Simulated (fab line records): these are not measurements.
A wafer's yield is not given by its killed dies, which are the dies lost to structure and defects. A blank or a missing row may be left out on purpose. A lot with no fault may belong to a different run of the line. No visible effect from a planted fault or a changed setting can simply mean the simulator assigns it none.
fab line records -- flow n5_finfet
[record] lots = 6, wafers = 18, last_day = 18
route steps=1938 shown ILD0@337 SDB@347 PASSIVATION@1936
lots that met no fault: from a run of the same line without faults
start_h: hours from the record's first day to the start of the lot's first wafer shown -- wait_h: hours since the lot's step before -- " identical to the entry in the row above -- L1.1+2: one row covering several wafers at once -- - value missing, or start not given -- * or withheld: withheld -- < > ~ a bound
route shown NAME@n: names a module that has steps shown in the file, with the first one's number in the route -- usual: the fault-free wafers' mean and standard deviation -- same: alike in all rows -- chamber/n: place in a boat -- sites: per-site readings -- _std_site: how widely they spread, as a standard deviation -- _edge_site: outer sites' mean less inner sites' -- radius_mm: how far each site lies from the wafer's centre -- mask NAME#n: copy n -- behind: the last tool/chamber to shape the wafer -- hold: why the lot went on hold/how many hours it stayed there/how the hold came to an end -- device: which transistor (n, p or np) failed to switch -- end of line: the tests these same wafers got at the end of their route -- for a step that has no rows: nothing shown but its recipe -- killed: dies that structure and defects cost at the first sort, which is not the same as the wafer's yield -- map: dies across one wafer; x = killed, . = not, _ = none there
set.NAME: the setting as run; set.NAME@STEP: as run at that earlier step -- model.NAME: the simulator's own value behind a step, which no gauge read
lots seen at some steps along the route; tables by step, rows by wafer
services: a tool's chamber out of use, with start hour (start_h, from the record's first day; less than 0 if before it), hours out, and reason
[[steps]]
[step N5_ILD0_CURE_02]
[recipe] temp_c = 450, time_s = 1800, ambient = steam, idle_temp_c = 400, ramp_up_c_per_min = 5, ramp_down_c_per_min = 3, densification_p_h2o_torr = 640
[step N5_ILD0_CMP_03]
[recipe] stop_on = SiNx, t_overpolish_s = 1.9, post_cmp_clean = alkaline_brush, down_force_psi = 4.1491, platen_rpm = 51.796, pad_velocity_m_s = 1.0306, target_thk_nm = 197.38
[usual] motor_current_A = 11.8/1.4, overpolish_run_s = 1.899/0.0089, time_to_endpoint_s = 69/3.2
lot.wafer,tool,chamber,start_h,wait_h,motor_current_A,overpolish_run_s,time_to_endpoint_s
L758.2,cmp-03,1,66.04,0.2,10.2,1.899,71
L758.3,cmp-03,0,66.04,0.2,11.7,1.906,71
L758.6,cmp-03,1,66.04,0.2,10.2,1.908,73
L760.2,cmp-01,2,77.94,0.0,10.7,1.896,72
L760.3,cmp-01,3,77.94,0.0,13.4,1.898,70
L760.6,cmp-01,2,77.94,0.0,11.1,1.899,70
L771.2,cmp-02,0,139.88,0.1,11.1,1.900,69
L771.6,cmp-02,1,139.88,0.1,10.3,1.906,68
L771.5,cmp-02,2,139.88,0.1,16.2,1.893,70
L772.1,cmp-03,2,147.18,0.0,11.2,1.892,66
L772.4,cmp-03,0,147.18,0.0,11.8,1.913,68
L772.2,cmp-03,1,147.18,0.0,10.3,1.896,67
L778.4,cmp-01,1,182.45,0.1,12.9,1.892,65
L778.3,cmp-01,3,182.45,0.1,12.3,1.906,66
L778.6,cmp-01,1,182.45,0.1,11.9,1.897,67
L781.2,cmp-03,2,199.51,0.0,12.1,1.913,65
L781.6,cmp-03,2,199.51,0.0,12.5,1.896,64
L781.5,cmp-03,3,199.51,0.0,10.6,1.897,66
[step N5_ILD0_THK_MEAS_04]
[usual] thk_nm = 197.0/1
lot.wafer,tool,chamber,start_h,wait_h,thk_nm
L758.2,film_metro-01,-,66.33,-,197.8
L758.3,film_metro-01,-,66.33,-,196.8
L758.6,film_metro-01,-,66.33,-,197.0
L760.2,film_metro-02,-,78.23,-,198.3
L760.3,film_metro-02,-,78.23,-,196.9
L760.6,film_metro-02,-,78.23,-,197.2
L771.2,film_metro-02,-,140.06,-,196.1
L771.5,film_metro-02,-,140.06,-,196.5
L771.6,film_metro-02,-,140.06,-,196.0
L772.1,film_metro-01,-,147.47,-,197.5
L772.2,film_metro-01,-,147.47,-,196.4
L772.4,film_metro-01,-,147.47,-,197.3
L778.3,film_metro-02,-,182.71,-,197.1
L778.4,film_metro-02,-,182.71,-,197.3
L778.6,film_metro-02,-,182.71,-,195.1
L781.2,film_metro-02,-,199.81,-,195.6
L781.5,film_metro-02,-,199.81,-,198.4
L781.6,film_metro-02,-,199.81,-,197.6
[step N5_ILD0_CMP_07]
[recipe] stop_on = poly-Si, material = SiO2_flowable, t_overpolish_s = 1.18, post_cmp_clean = alkaline_brush, down_force_psi = 4.1491, platen_rpm = 51.796, pad_velocity_m_s = 1.0306, target_thk_nm = 138.88
[usual] motor_current_A = 12.2/2
lot.wafer,tool,chamber,start_h,wait_h,motor_current_A
L758.2,cmp-03,2,66.36,0.0,12.3
L758.3,cmp-03,3,66.36,0.0,10.4
L758.6,cmp-03,2,66.36,0.0,11.6
L760.3,cmp-02,0,78.30,0.1,11.2
L760.2,cmp-02,1,78.30,0.1,10.0
L760.6,cmp-02,3,78.30,0.1,14.8
L771.2,cmp-02,0,140.13,0.1,10.8
L771.6,cmp-02,3,140.13,0.1,15.5
L771.5,cmp-02,0,140.13,0.1,11.6
L772.1,cmp-02,1,147.54,0.1,10.1
L772.4,cmp-02,2,147.54,0.1,16.1
L772.2,cmp-02,3,147.54,0.1,14.3
L778.3,cmp-03,3,182.78,0.1,10.3
L778.4,cmp-03,1,182.78,0.1,10.8
L778.6,cmp-03,3,182.78,0.1,11.1
L781.2,cmp-03,0,199.91,0.1,11.2
L781.6,cmp-03,2,199.91,0.1,11.5
L781.5,cmp-03,3,199.91,0.1,10.6
[step N5_ILD0_THK_MEAS_08]
[usual] thk_nm = 138.4/0.91
lot.wafer,tool,chamber,start_h,wait_h,thk_nm
L758.2,film_metro-01,-,66.66,-,139.0
L758.3,film_metro-01,-,66.66,-,138.3
L758.6,film_metro-01,-,66.66,-,138.9
L760.2,film_metro-02,-,78.56,-,138.5
L760.3,film_metro-02,-,78.56,-,138.1
L760.6,film_metro-02,-,78.56,-,138.8
L771.2,film_metro-01,-,140.39,-,137.8
L771.5,film_metro-01,-,140.39,-,135.8
L771.6,film_metro-01,-,140.39,-,139.0
L772.1,film_metro-01,-,147.80,-,137.1
L772.2,film_metro-01,-,147.80,-,139.6
L772.4,film_metro-01,-,147.80,-,138.0
L778.3,film_metro-02,-,183.04,-,137.9
L778.4,film_metro-02,-,183.04,-,138.1
L778.6,film_metro-02,-,183.04,-,138.4
L781.2,film_metro-02,-,200.13,-,138.7
L781.5,film_metro-02,-,200.13,-,138.8
L781.6,film_metro-02,-,200.13,-,138.7
[step N5_ILD0_PRECLEAN_10]
[recipe] chemistry = NF3:NH3, afs_cycles = 5, time_s = 20, temp_c = 30, sublimation_temp_c = 180, sublimation_time_s = 60, pressure_torr = 3, rf_power_w = 30
[step N5_ILD0_ALD_15]
[recipe] material = SiNx, target_thk_a = 240, temp_c = 400, ald_precursor_family = SiH2I2, ald_co_reactant = N2/H2-plasma, pulse_time_s = 1, ald_cycles = 480, purge_time_s = 2, co_reactant_purge_time_s = 2, pressure_torr = 2
[usual] heater_power_w = 874/130, precursor_pulse_height_rel = 1.001/0.018, susceptor_temp_C = 400.00/0.21
lot.wafer,tool,chamber,start_h,wait_h,heater_power_w,precursor_pulse_height_rel,susceptor_temp_C
L758.2,ald_sin-02,2,67.37,0.5,1052,0.998,399.78
L758.3,ald_sin-02,0,67.37,0.5,847,0.997,399.97
L758.6,ald_sin-02,0,68.46,1.1,869,0.984,399.90
L760.2,ald_sin-04,0,79.28,0.5,789,1.001,399.93
L760.3,ald_sin-04,2,79.28,0.5,998,0.994,400.14
L760.6,ald_sin-04,0,80.37,1.1,805,1.024,400.45
L771.2,ald_sin-04,3,141.11,0.5,737,0.995,399.73
L771.5,ald_sin-04,2,142.19,1.2,991,0.996,399.85
L771.6,ald_sin-04,3,142.19,1.2,740,1.000,399.78
L772.1,ald_sin-02,1,149.19,1.1,733,1.014,399.93
L772.2,ald_sin-02,2,149.19,1.1,1039,0.941,399.60
L772.4,ald_sin-02,3,149.19,1.1,1024,0.987,399.75
L778.3,ald_sin-02,0,184.78,1.4,874,1.004,400.29
L778.4,ald_sin-02,2,184.78,1.4,1102,1.008,400.22
L778.6,ald_sin-02,2,185.87,2.1,1054,1.028,400.11
L781.2,ald_sin-01,0,200.85,0.5,742,0.993,400.05
L781.5,ald_sin-01,2,201.94,1.2,805,0.990,399.92
L781.6,ald_sin-01,1,201.94,1.2,696,1.012,400.06
[step N5_ILD0_CMP_12]
[recipe] stop_on = poly-Si, material = SiNx, t_overpolish_s = 6, post_cmp_clean = alkaline_brush, down_force_psi = 2.5, platen_rpm = 51.8, pad_velocity_m_s = 1.0307, target_thk_nm = 17.67
[usual] motor_current_A = 8.8/1.3, overpolish_run_s = 5.998/0.01, time_to_endpoint_s = 28.0/2.6
lot.wafer,tool,chamber,start_h,wait_h,motor_current_A,overpolish_run_s,time_to_endpoint_s
L758.2,cmp-03,0,69.57,1.1,8.2,5.999,31.5
L758.3,cmp-03,1,69.57,1.1,7.7,5.996,34.6
L758.6,cmp-03,0,69.57,1.1,8.0,5.992,34.6
L760.2,cmp-01,3,81.48,1.1,9.3,5.991,29.6
L760.3,cmp-01,1,81.48,1.1,8.7,5.991,28.0
L760.6,cmp-01,3,81.48,1.1,9.3,6.009,30.6
L771.2,cmp-02,0,143.31,1.1,8.3,6.001,23.9
L771.6,cmp-02,0,143.31,1.1,8.1,5.987,24.9
L771.5,cmp-02,1,143.31,1.1,7.2,6.008,26.9
L772.4,cmp-01,0,151.39,1.1,8.9,5.996,28.6
L772.1,cmp-01,1,151.39,1.1,8.8,6.000,25.1
L772.2,cmp-01,2,151.39,1.1,7.4,6.011,26.9
L778.4,cmp-03,3,186.98,1.1,7.7,5.998,27.6
L778.3,cmp-03,2,186.98,1.1,8.7,6.009,28.8
L778.6,cmp-03,3,186.98,1.1,7.9,5.988,27.4
L781.2,cmp-02,0,203.13,1.2,8.3,6.003,27.9
L781.6,cmp-02,2,203.13,1.2,11.8,5.998,29.2
L781.5,cmp-02,3,203.13,1.2,10.6,5.993,29.7
[step N5_ILD0_THK_MEAS_13]
[usual] thk_nm = 17.5/1
lot.wafer,tool,chamber,start_h,wait_h,thk_nm
L758.2,film_metro-02,-,69.87,-,18.0
L758.3,film_metro-02,-,69.87,-,18.4
L758.6,film_metro-02,-,69.87,-,18.2
L760.2,film_metro-01,-,81.78,-,18.7
L760.3,film_metro-01,-,81.78,-,18.9
L760.6,film_metro-01,-,81.78,-,19.8
L771.2,film_metro-01,-,143.60,-,16.6
L771.5,film_metro-01,-,143.60,-,17.9
L771.6,film_metro-01,-,143.60,-,16.7
L772.1,film_metro-01,-,151.68,-,17.1
L772.2,film_metro-01,-,151.68,-,18.0
L772.4,film_metro-01,-,151.68,-,17.6
L778.3,film_metro-02,-,187.28,-,16.4
L778.4,film_metro-02,-,187.28,-,17.6
L778.6,film_metro-02,-,187.28,-,16.9
L781.2,film_metro-01,-,203.35,-,16.6
L781.5,film_metro-01,-,203.35,-,16.8
L781.6,film_metro-01,-,203.35,-,16.3
[step N5_ILD0_INSPECT_06]
[recipe] inspect_instrument = darkfield, mode = post_cmp
[usual] raw_defect_count = 41/15
lot.wafer,tool,chamber,start_h,wait_h,raw_defect_count
L758.2,defect_inspect-01,-,69.90,0.0,37
L758.3,defect_inspect-01,-,69.90,0.0,43
L758.6,defect_inspect-01,-,69.90,0.0,28
L760.2,defect_inspect-01,-,81.81,0.0,47
L760.3,defect_inspect-01,-,81.81,0.0,34
L760.6,defect_inspect-01,-,81.81,0.0,68
L771.2,defect_inspect-01,-,143.63,0.0,29
L771.5,defect_inspect-01,-,143.63,0.0,28
L771.6,defect_inspect-01,-,143.63,0.0,28
L772.1,defect_inspect-02,-,151.71,0.0,20
L772.2,defect_inspect-02,-,151.71,0.0,31
L772.4,defect_inspect-02,-,151.71,0.0,22
L778.3,defect_inspect-01,-,187.30,0.0,27
L778.4,defect_inspect-01,-,187.30,0.0,42
L778.6,defect_inspect-01,-,187.30,0.0,27
L781.2,defect_inspect-01,-,203.37,0.0,27
L781.5,defect_inspect-01,-,203.37,0.0,35
L781.6,defect_inspect-01,-,203.37,0.0,37
[step N5_SDB_HM_DEP_00]
[recipe] material = SiNx, target_thk_a = 400, temp_c = 400, precursor = SiH4/NH3/N2, pressure_torr = 1.5, rf_w = 300, time_s = 35.3
[usual] heater_power_w = 784/98, showerhead_plenum_p_Torr = 5.14/0.034, susceptor_temp_C = 399.99/0.23, throttle_valve_pct = 40.6/1.8
lot.wafer,tool,chamber,start_h,wait_h,heater_power_w,showerhead_plenum_p_Torr,susceptor_temp_C,throttle_valve_pct
L758.2,pecvd-01,2,69.93,0.0,749,5.13,399.76,39.5
L758.3,pecvd-01,0,69.93,0.0,880,5.14,399.78,43.0
L758.6,pecvd-01,0,69.93,0.0,882,5.16,400.05,43.1
L760.2,pecvd-01,1,81.84,0.0,727,5.18,400.13,42.2
L760.3,pecvd-01,0,81.84,0.0,985,5.14,400.23,43.3
L760.6,pecvd-01,2,81.84,0.0,772,5.14,400.09,39.6
L771.2,pecvd-01,0,143.66,0.0,1021,5.14,400.40,43.4
L771.5,pecvd-01,1,143.66,0.0,691,5.17,400.23,42.2
L771.6,pecvd-01,2,143.66,0.0,687,5.14,399.80,39.4
L772.1,pecvd-01,0,151.75,0.0,903,5.14,400.21,43.6
L772.2,pecvd-01,2,151.75,0.0,734,5.15,400.17,39.2
L772.4,pecvd-01,1,151.75,0.0,795,5.18,399.67,42.3
L778.3,pecvd-03,0,187.34,0.0,900,5.17,400.01,38.9
L778.4,pecvd-03,0,187.34,0.0,898,5.17,400.45,38.9
L778.6,pecvd-03,1,187.34,0.0,679,5.11,399.92,41.4
L781.2,pecvd-02,2,203.41,0.0,701,5.08,399.81,37.6
L781.5,pecvd-02,2,203.41,0.0,722,5.07,400.12,37.4
L781.6,pecvd-02,1,203.41,0.0,708,5.12,399.66,41.3
[step N5_SDB_COAT_03]
[recipe] resist = SOC, temp_c = 250, time_s = 60, spin_rpm = 1500, resist_thk_nm = 100
[step N5_SDB_COAT_04]
[recipe] resist = SiARC, temp_c = 220, time_s = 60, spin_rpm = 1500, resist_thk_nm = 18
[usual] heater_power_total_W = 427.5/2.3, run_length_s = 66.50/0.12
lot.wafer,tool,chamber,start_h,wait_h,heater_power_total_W,run_length_s
L758.2,litho_track-05,0,70.02,-,429.1,66.32
L758.3,litho_track-05,0,70.02,-,424.8,66.48
L758.6,litho_track-05,0,70.02,-,425.7,66.34
L760.2,litho_track-04,0,81.93,-,431.0,66.46
L760.3,litho_track-04,0,81.93,-,430.2,66.34
L760.6,litho_track-04,0,81.93,-,428.5,66.37
L771.2,litho_track-04,0,143.75,-,465.6,59.26
L771.5,litho_track-04,0,143.75,-,460.0,59.38
L771.6,litho_track-04,0,143.75,-,460.4,59.38
L772.1,litho_track-04,0,151.83,-,463.6,59.34
L772.2,litho_track-04,0,151.83,-,465.2,59.43
L772.4,litho_track-04,0,151.83,-,465.9,59.35
L778.3,litho_track-03,0,187.42,-,427.7,66.59
L778.4,litho_track-03,0,187.42,-,426.0,66.53
L778.6,litho_track-03,0,187.42,-,429.4,66.53
L781.2,litho_track-03,0,203.49,-,430.5,66.44
L781.5,litho_track-03,0,203.49,-,430.0,66.57
L781.6,litho_track-03,0,203.49,-,424.6,66.56
[step N5_SDB_COAT_05]
[recipe] resist = CAR-ArF, spin_rpm = 1500, resist_thk_nm = 90
[step N5_PASSIVATION_PROBE_49]
[usual] killed_at_M0_to_M3 = 34/9.9, killed_at_M4_up = 14/5.7, killed_at_contacts = 13/6.3, killed_at_front_end = 39/9.9, killed_at_other = 3.7/2.8, killed_dies = 104/15, killed_open = 68/12, killed_short = 34/6.7
[same] gross_dies = 1180, killed_at_back_side = 0
lot.wafer,tool,chamber,start_h,wait_h,killed_at_M0_to_M3,killed_at_M4_up,killed_at_contacts,killed_at_front_end,killed_at_other,killed_dies,killed_open,killed_short
L758.2,prober-01,-,280.33,0.1,12,17,19,50,4,102,60,41
L758.3,prober-01,-,280.38,0.1,20,8,16,50,7,101,70,29
L758.6,prober-01,-,280.53,0.3,22,3,10,49,5,89,53,34
L760.2,prober-02,-,303.65,0.1,33,13,4,48,6,104,68,35
L760.3,prober-02,-,303.70,0.2,29,17,5,50,3,104,66,36
L760.6,prober-02,-,303.85,0.3,19,14,9,37,4,83,61,22
L771.2,prober-02,-,382.15,0.1,36,13,18,36,2,105,67,38
L771.5,prober-02,-,382.30,0.2,16,9,15,55,6,101,69,28
L771.6,prober-02,-,382.35,0.3,23,11,22,37,1,94,67,24
L772.1,prober-01,-,410.58,0.0,29,11,28,40,2,110,80,30
L772.2,prober-01,-,410.63,0.1,19,9,12,38,13,91,54,37
L772.4,prober-01,-,410.73,0.2,23,11,17,41,4,96,65,30
L778.3,prober-01,-,418.99,0.1,46,14,9,33,6,108,60,46
L778.4,prober-01,-,419.04,0.2,35,12,14,32,1,94,65,27
L778.6,prober-01,-,419.14,0.3,27,20,10,32,7,96,62,32
L781.2,prober-01,-,427.06,0.1,33,10,6,33,9,91,49,40
L781.5,prober-01,-,427.21,0.2,23,20,32,48,11,134,95,39
L781.6,prober-01,-,427.26,0.3,24,6,16,36,4,86,58,24
// killed by level:class
L758.2 MOL_CONTACT_COAG:geometric_particle:open=13 STI_FIN_REVEAL:geometric_particle:open=12 FIN_SAQP:geometric_particle:open=10 FIN_SAQP:geometric_particle:short=8 MOL_CONTACT_COAG:geometric_particle:short=6 BEOL_M7:geometric_particle:short=6 GATE_CUT:geometric_particle:short=5 GATE_CUT:geometric_particle:open=4
L758.3 FIN_SAQP:geometric_particle:open=16 MOL_CONTACT_COAG:geometric_particle:open=13 FIN_SAQP:geometric_particle:short=9 STI_FIN_REVEAL:geometric_particle:open=7 DUMMY_GATE:geometric_particle:open=6 BEOL_M0_SAQP:geometric_particle:open=4 BEOL_M3:geometric_particle:open=4 MOL_CONTACT_COAG:geometric_particle:short=3
L758.6 FIN_SAQP:geometric_particle:open=17 MOL_CONTACT_COAG:geometric_particle:open=8 FIN_SAQP:geometric_particle:short=6 DUMMY_GATE:geometric_particle:open=4 BEOL_M0_SAQP:geometric_particle:open=4 BEOL_M3:geometric_particle:open=4 BEOL_M0_SAQP:geometric_particle:short=3 STI_FIN_REVEAL:geometric_particle:short=3
L760.2 STI_FIN_REVEAL:geometric_particle:open=14 BEOL_M2:geometric_particle:open=9 FIN_SAQP:geometric_particle:open=8 GATE_CUT:geometric_particle:short=7 FIN_SAQP:geometric_particle:short=6 BEOL_M0_SAQP:geometric_particle:open=5 BEOL_M3:geometric_particle:open=5 BEOL_M0_SAQP:geometric_particle:short=4
L760.3 FIN_SAQP:geometric_particle:open=8 FIN_SAQP:geometric_particle:short=8 GATE_CUT:geometric_particle:open=8 BEOL_M3:geometric_particle:open=8 GATE_CUT:geometric_particle:short=7 BEOL_M0_SAQP:geometric_particle:open=7 STI_FIN_REVEAL:geometric_particle:open=6 BEOL_M4:geometric_particle:open=6
L760.6 BEOL_M4:geometric_particle:open=9 STI_FIN_REVEAL:geometric_particle:open=8 MOL_CONTACT_COAG:geometric_particle:open=8 FIN_SAQP:geometric_particle:open=7 BEOL_M0_SAQP:geometric_particle:open=7 GATE_CUT:geometric_particle:open=6 FIN_SAQP:geometric_particle:short=5 BEOL_M0_SAQP:geometric_particle:short=4
L771.2 STI_FIN_REVEAL:geometric_particle:open=15 MOL_CONTACT_COAG:geometric_particle:open=13 BEOL_M3:geometric_particle:open=8 BEOL_M1:geometric_particle:open=7 BEOL_M0_SAQP:geometric_particle:short=6 MOL_CONTACT_COAG:geometric_particle:short=5 BEOL_M1:geometric_particle:short=5 GATE_CUT:geometric_particle:short=4
L771.5 STI_FIN_REVEAL:geometric_particle:open=18 MOL_CONTACT_COAG:geometric_particle:open=13 FIN_SAQP:geometric_particle:short=7 BEOL_M3:geometric_particle:open=7 FIN_SAQP:geometric_particle:open=6 STI_FIN_REVEAL:geometric_particle:short=4 GATE_CUT:geometric_particle:open=4 ILD0:geometric_particle:short=3
L771.6 STI_FIN_REVEAL:geometric_particle:open=18 MOL_CONTACT_COAG:geometric_particle:open=18 BEOL_M3:geometric_particle:open=6 STI_FIN_REVEAL:geometric_particle:short=4 BEOL_M0_SAQP:geometric_particle:open=4 GATE_CUT:geometric_particle:short=3 BEOL_M0_SAQP:geometric_particle:short=3 MOL_CONTACT_COAG:geometric_particle:short=3
L772.1 MOL_CONTACT_COAG:geometric_particle:open=26 STI_FIN_REVEAL:geometric_particle:open=13 BEOL_M1:geometric_particle:open=9 BEOL_M0_SAQP:geometric_particle:short=7 DUMMY_GATE:geometric_particle:open=5 GATE_CUT:geometric_particle:short=5 STI_FIN_REVEAL:geometric_particle:short=4 BEOL_M0_SAQP:geometric_particle:open=4
L772.2 FIN_SAQP:geometric_particle:short=16 MOL_CONTACT_COAG:geometric_particle:open=9 FIN_SAQP:geometric_particle:open=5 STI_FIN_REVEAL:geometric_particle:open=5 BEOL_M1:geometric_particle:open=5 BEOL_M2:geometric_particle:open=5 PAD_METAL:geometric_particle:open=5 PAD_METAL:geometric_particle:short=5
L772.4 STI_FIN_REVEAL:geometric_particle:open=16 MOL_CONTACT_COAG:geometric_particle:open=12 BEOL_M1:geometric_particle:open=7 FIN_SAQP:geometric_particle:open=5 MOL_CONTACT_COAG:geometric_particle:short=5 DUMMY_GATE:geometric_particle:short=4 BEOL_M3:geometric_particle:open=4 BEOL_M3:geometric_particle:short=4
L778.3 BEOL_M0_SAQP:geometric_particle:short=23 BEOL_M0_SAQP:geometric_particle:open=10 MOL_CONTACT_COAG:geometric_particle:open=9 FIN_SAQP:geometric_particle:short=8 FIN_SAQP:geometric_particle:open=7 STI_FIN_REVEAL:geometric_particle:open=5 BEOL_M2:geometric_particle:open=4 BEOL_M1:geometric_particle:open=3
L778.4 MOL_CONTACT_COAG:geometric_particle:open=12 STI_FIN_REVEAL:geometric_particle:open=8 BEOL_M0_SAQP:geometric_particle:open=8 BEOL_M1:geometric_particle:open=7 BEOL_M4:geometric_particle:open=7 FIN_SAQP:geometric_particle:open=6 BEOL_M0_SAQP:geometric_particle:short=6 FIN_SAQP:geometric_particle:short=5
L778.6 BEOL_M4:geometric_particle:open=11 BEOL_M2:geometric_particle:open=10 FIN_SAQP:geometric_particle:short=8 MOL_CONTACT_COAG:geometric_particle:open=8 BEOL_M0_SAQP:geometric_particle:short=7 STARTING-WAFER:geometric_particle:open=5 STI_FIN_REVEAL:geometric_particle:open=4 BEOL_M0_SAQP:geometric_particle:open=4
L781.2 BEOL_M0_SAQP:geometric_particle:short=10 BEOL_M0:geometric_particle:open=8 FIN_SAQP:geometric_particle:open=7 FIN_SAQP:geometric_particle:short=7 MOL_CONTACT_COAG:geometric_particle:open=6 BEOL_M3:geometric_particle:open=6 GATE_CUT:geometric_particle:short=5 BEOL_M4:geometric_particle:open=5
L781.5 MOL_CONTACT_COAG:geometric_particle:open=29 BEOL_M4:geometric_particle:open=12 STI_FIN_REVEAL:geometric_particle:open=10 DUMMY_GATE:geometric_particle:open=7 FIN_SAQP:geometric_particle:short=7 FIN_SAQP:geometric_particle:open=6 GATE_CUT:geometric_particle:short=6 BEOL_M0_SAQP:geometric_particle:open=5
L781.6 MOL_CONTACT_COAG:geometric_particle:open=12 FIN_SAQP:geometric_particle:short=7 BEOL_M0_SAQP:geometric_particle:open=6 GATE_CUT:geometric_particle:open=6 BEOL_M2:geometric_particle:open=6 DUMMY_GATE:geometric_particle:open=5 STI_FIN_REVEAL:geometric_particle:open=4 STARTING-WAFER:geometric_particle:open=4
[[services]]
tool,chamber,start_h,hours,kind
ald_sin-02,0,58.07,9.3,repair
cmp-03,-,62.10,3.6,pm
cmp-02,-,63.40,4.3,pm
cmp-01,-,64.62,4.0,pm
pecvd-01,-,70.81,6.0,pm
cmp-03,-,80.07,1.2,repair
ald_sin-01,-,85.90,14.0,pm
pecvd-01,0,98.69,8.8,repair
ald_sin-04,3,100.14,9.7,repair
cmp-03,-,110.88,4.0,pm
cmp-02,-,112.49,0.4,repair
cmp-03,-,114.88,-,consumable_replace:conditioner
cmp-03,-,114.88,-,consumable_replace:pad
pecvd-01,-,131.70,0.8,repair
pecvd-02,1,146.80,5.9,repair
cmp-01,-,161.30,4.5,pm
pecvd-01,0,165.07,5.7,repair
cmp-02,-,165.17,4.0,pm
cmp-02,-,169.17,-,consumable_replace:conditioner
cmp-02,-,169.17,-,consumable_replace:pad
ald_sin-04,-,174.50,0.8,pm
ald_sin-04,-,178.67,14.0,pm
pecvd-01,1,201.68,5.7,repair
cmp-03,-,202.42,2.5,repair
[[key]]
[first_sign] step = N5_SDB_COAT_04, reading = run_length_s, direction = down, sigmas = 58, usual = *, struck = *
[effect] step = N5_SDB_COAT_04, reading = heater_power_total_W, direction = up, sigmas = 16, usual = *, struck = *
met_at N5_SDB_COAT_04
struck_wafers L771.2,L771.5,L771.6,L772.1,L772.2,L772.4
tester_left_out L771,L772
onset_between 81.93 143.75
[fault] kind = process_parameter_drift, tool = litho_track-04, chamber = -, onset_h = 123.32, steps = N5_SDB_COAT_04, channel = time_s, offset = *, shape = step, end_h = 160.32, acts_in = *, stated = *
// tester_left_out: of these lots the tester's yield and bins aren't shown, on N5 and GAA mostly nor the transistor test; their killed dies are dies lost to structure and defects alone, not to doping, threshold or leakage, so they don't give the yield
